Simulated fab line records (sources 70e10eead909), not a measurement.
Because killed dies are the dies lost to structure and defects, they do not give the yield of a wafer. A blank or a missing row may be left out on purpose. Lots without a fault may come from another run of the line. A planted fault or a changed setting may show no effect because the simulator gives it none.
Matching of chambers / flow nand-harc / NHARC_P_GATE_STRIP_108 on rie-diel-01: 4 sister chambers
The step strips in O2. 8 wafers are shown with their chamber, then 9 later ones without.

## WAFERS PAIRED WITH THEIR CHAMBERS
wafer=L084.3; chamber=2; drypump-motor-current-A (A)=6.1; showerhead-plenum-p-Torr (Torr)=3.36
wafer=L084.5; chamber=0; drypump-motor-current-A (A)=6.1; showerhead-plenum-p-Torr (Torr)=3.60
wafer=L087.3; chamber=1; drypump-motor-current-A (A)=5.7; showerhead-plenum-p-Torr (Torr)=3.34
wafer=L087.4; chamber=2; drypump-motor-current-A (A)=6.1; showerhead-plenum-p-Torr (Torr)=3.36
wafer=L087.6; chamber=3; drypump-motor-current-A (A)=4.8; showerhead-plenum-p-Torr (Torr)=3.69
wafer=L094.1; chamber=0; drypump-motor-current-A (A)=6.1; showerhead-plenum-p-Torr (Torr)=3.60
wafer=L094.2; chamber=1; drypump-motor-current-A (A)=5.6; showerhead-plenum-p-Torr (Torr)=3.33
wafer=L094.3; chamber=3; drypump-motor-current-A (A)=4.8; showerhead-plenum-p-Torr (Torr)=3.69

## WAFERS WHOSE CHAMBER IS MISSING
wafer=L094.4; drypump-motor-current-A (A)=6.2; showerhead-plenum-p-Torr (Torr)=3.36
wafer=L094.5; drypump-motor-current-A (A)=6.2; showerhead-plenum-p-Torr (Torr)=3.36
wafer=L094.6; drypump-motor-current-A (A)=5.6; showerhead-plenum-p-Torr (Torr)=3.33
wafer=L093.1; drypump-motor-current-A (A)=4.8; showerhead-plenum-p-Torr (Torr)=3.69
wafer=L093.3; drypump-motor-current-A (A)=6.2; showerhead-plenum-p-Torr (Torr)=3.36
wafer=L093.4; drypump-motor-current-A (A)=5.6; showerhead-plenum-p-Torr (Torr)=3.33
wafer=L095.4; drypump-motor-current-A (A)=6.1; showerhead-plenum-p-Torr (Torr)=3.36
wafer=L095.5; drypump-motor-current-A (A)=6.1; showerhead-plenum-p-Torr (Torr)=3.60
wafer=L095.6; drypump-motor-current-A (A)=5.6; showerhead-plenum-p-Torr (Torr)=3.33

## THE CHAMBER EACH PASSED THROUGH
wafer=L094.4; from the rows above=2; in truth=2
wafer=L094.5; from the rows above=2; in truth=2
wafer=L094.6; from the rows above=1; in truth=1
wafer=L093.1; from the rows above=3; in truth=3
wafer=L093.3; from the rows above=2; in truth=2
wafer=L093.4; from the rows above=1; in truth=1
wafer=L095.4; from the rows above=2; in truth=2
wafer=L095.5; from the rows above=0; in truth=0
wafer=L095.6; from the rows above=1; in truth=1
9 of 9 placed correctly. Number that these rows cannot place: 0. 0 placed wrongly.
How it was worked out, from the rows above alone: a wafer's distance from a chamber is the root of the sum, over the readings, of the square of ((its reading less the chamber's mean) divided by the reading's scatter). The wafer belongs to the nearest chamber; if the next one is less than 2 further off, it can't be placed. A chamber's mean is the mean of its shown wafers. The scatter: the root of (the sum of the squares of (reading less its chamber's mean) over the shown wafers, divided by (wafers less chambers)).
